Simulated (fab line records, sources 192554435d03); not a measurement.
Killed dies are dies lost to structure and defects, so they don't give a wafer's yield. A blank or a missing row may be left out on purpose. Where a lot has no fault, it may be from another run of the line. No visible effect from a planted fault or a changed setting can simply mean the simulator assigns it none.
Split-lot study :: flow n5-finfet :: route with 1938 steps; 7 lots, 21 wafers read

SPLIT DETAILS
At N5_BEOL_M12_SPUTTER_43 (material TaN, target thk 15 nm, time 24.19 s), the setting power-w was moved away from the recipe's 15000 W on 7 of the 21 wafers read, by -13.9% to +15.4%. The other wafers ran this setting at the recipe's value.

The reading comes from the split's own step.

THE READING
TaN_of_BEOL_M12_SPUTTER_43.thk-nm (the simulator's own value, which no gauge read), in nm, at N5_BEOL_M12_SPUTTER_43 (material TaN, target thk 15 nm, time 24.19 s). The file gives no usual value for it. Across the 14 wafers here that went through the recipe, the average is 15.0 nm and the standard deviation 0.15 nm.

wafer: L074.1
tool, chamber at the split: pvd-sputter-02, -
power-w as run, W: 15000
against the recipe: recipe
TaN_of_BEOL_M12_SPUTTER_43.thk-nm, nm: 14.8
against lot-mates on the recipe: -

wafer: L074.4
tool, chamber at the split: pvd-sputter-02, -
power-w as run, W: 15000
against the recipe: recipe
TaN_of_BEOL_M12_SPUTTER_43.thk-nm, nm: 14.8
against lot-mates on the recipe: -

wafer: L074.2
tool, chamber at the split: pvd-sputter-02, -
power-w as run, W: 12920
against the recipe: -13.9%
TaN_of_BEOL_M12_SPUTTER_43.thk-nm, nm: 12.6
against lot-mates on the recipe: -2.2

wafer: L081.3
tool, chamber at the split: pvd-sputter-01, -
power-w as run, W: 15000
against the recipe: recipe
TaN_of_BEOL_M12_SPUTTER_43.thk-nm, nm: 15.2
against lot-mates on the recipe: -

wafer: L081.4
tool, chamber at the split: pvd-sputter-01, -
power-w as run, W: 17220
against the recipe: +14.8%
TaN_of_BEOL_M12_SPUTTER_43.thk-nm, nm: 17.2
against lot-mates on the recipe: +2.0

wafer: L081.6
tool, chamber at the split: pvd-sputter-01, -
power-w as run, W: 17220
against the recipe: +14.8%
TaN_of_BEOL_M12_SPUTTER_43.thk-nm, nm: 17.4
against lot-mates on the recipe: +2.2

wafer: L083.1
tool, chamber at the split: pvd-sputter-03, -
power-w as run, W: 15000
against the recipe: recipe
TaN_of_BEOL_M12_SPUTTER_43.thk-nm, nm: 15
against lot-mates on the recipe: -

wafer: L083.5
tool, chamber at the split: pvd-sputter-03, -
power-w as run, W: 17310
against the recipe: +15.4%
TaN_of_BEOL_M12_SPUTTER_43.thk-nm, nm: 17.6
against lot-mates on the recipe: +2.5

wafer: L083.6
tool, chamber at the split: pvd-sputter-03, -
power-w as run, W: 15000
against the recipe: recipe
TaN_of_BEOL_M12_SPUTTER_43.thk-nm, nm: 15.2
against lot-mates on the recipe: -

wafer: L091.3
tool, chamber at the split: pvd-sputter-03, -
power-w as run, W: 15000
against the recipe: recipe
TaN_of_BEOL_M12_SPUTTER_43.thk-nm, nm: 15.2
against lot-mates on the recipe: -

wafer: L091.4
tool, chamber at the split: pvd-sputter-03, -
power-w as run, W: 17060
against the recipe: +13.7%
TaN_of_BEOL_M12_SPUTTER_43.thk-nm, nm: 17
against lot-mates on the recipe: +2.0

wafer: L091.5
tool, chamber at the split: pvd-sputter-03, -
power-w as run, W: 15000
against the recipe: recipe
TaN_of_BEOL_M12_SPUTTER_43.thk-nm, nm: 14.8
against lot-mates on the recipe: -

wafer: L092.1
tool, chamber at the split: pvd-sputter-03, -
power-w as run, W: 15000
against the recipe: recipe
TaN_of_BEOL_M12_SPUTTER_43.thk-nm, nm: 15
against lot-mates on the recipe: -

wafer: L092.3
tool, chamber at the split: pvd-sputter-03, -
power-w as run, W: 15000
against the recipe: recipe
TaN_of_BEOL_M12_SPUTTER_43.thk-nm, nm: 15
against lot-mates on the recipe: -

wafer: L092.4
tool, chamber at the split: pvd-sputter-03, -
power-w as run, W: 15000
against the recipe: recipe
TaN_of_BEOL_M12_SPUTTER_43.thk-nm, nm: 15
against lot-mates on the recipe: -

wafer: L095.1
tool, chamber at the split: pvd-sputter-03, -
power-w as run, W: 15840
against the recipe: +5.6%
TaN_of_BEOL_M12_SPUTTER_43.thk-nm, nm: 16
against lot-mates on the recipe: +1.0

wafer: L095.3
tool, chamber at the split: pvd-sputter-03, -
power-w as run, W: 15840
against the recipe: +5.6%
TaN_of_BEOL_M12_SPUTTER_43.thk-nm, nm: 16
against lot-mates on the recipe: +1.0

wafer: L095.5
tool, chamber at the split: pvd-sputter-03, -
power-w as run, W: 15000
against the recipe: recipe
TaN_of_BEOL_M12_SPUTTER_43.thk-nm, nm: 15
against lot-mates on the recipe: -

wafer: L097.1
tool, chamber at the split: pvd-sputter-02, -
power-w as run, W: 15000
against the recipe: recipe
TaN_of_BEOL_M12_SPUTTER_43.thk-nm, nm: 15
against lot-mates on the recipe: -

wafer: L097.2
tool, chamber at the split: pvd-sputter-02, -
power-w as run, W: 15000
against the recipe: recipe
TaN_of_BEOL_M12_SPUTTER_43.thk-nm, nm: 14.8
against lot-mates on the recipe: -

wafer: L097.3
tool, chamber at the split: pvd-sputter-02, -
power-w as run, W: 15000
against the recipe: recipe
TaN_of_BEOL_M12_SPUTTER_43.thk-nm, nm: 14.8
against lot-mates on the recipe: -

THE FIT
A straight line over all 21 wafers: TaN_of_BEOL_M12_SPUTTER_43.thk-nm changes by +0.163 nm for each +1% of power-w; r = +0.99; the points scatter about the line by 0.15 nm.
The same after taking each lot's own level away (the mean of its wafers on the recipe; 21 wafers): +0.152 nm for each +1%; r = +0.99; scatter 0.12 nm.
That fit puts the effect of the largest move of power-w on the reading at 2.3 nm.
Across the lots, their own levels run from 14.80 to 15.20 nm, a range of 2.7 times the standard deviation given above.
Consequently the slope shifts little with the lot-to-lot level, the two slopes agreeing.
Check: for one of the wafers moved furthest among these (+15.4%), held out of the fit, the line's prediction against its lot-mates is +2.29 nm. Against them it came out at +2.5 nm.

FILE'S OWN FIT
TaN_of_BEOL_M12_SPUTTER_43.thk-nm changes by +0.153 nm for each +1% of power-w, r = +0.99.
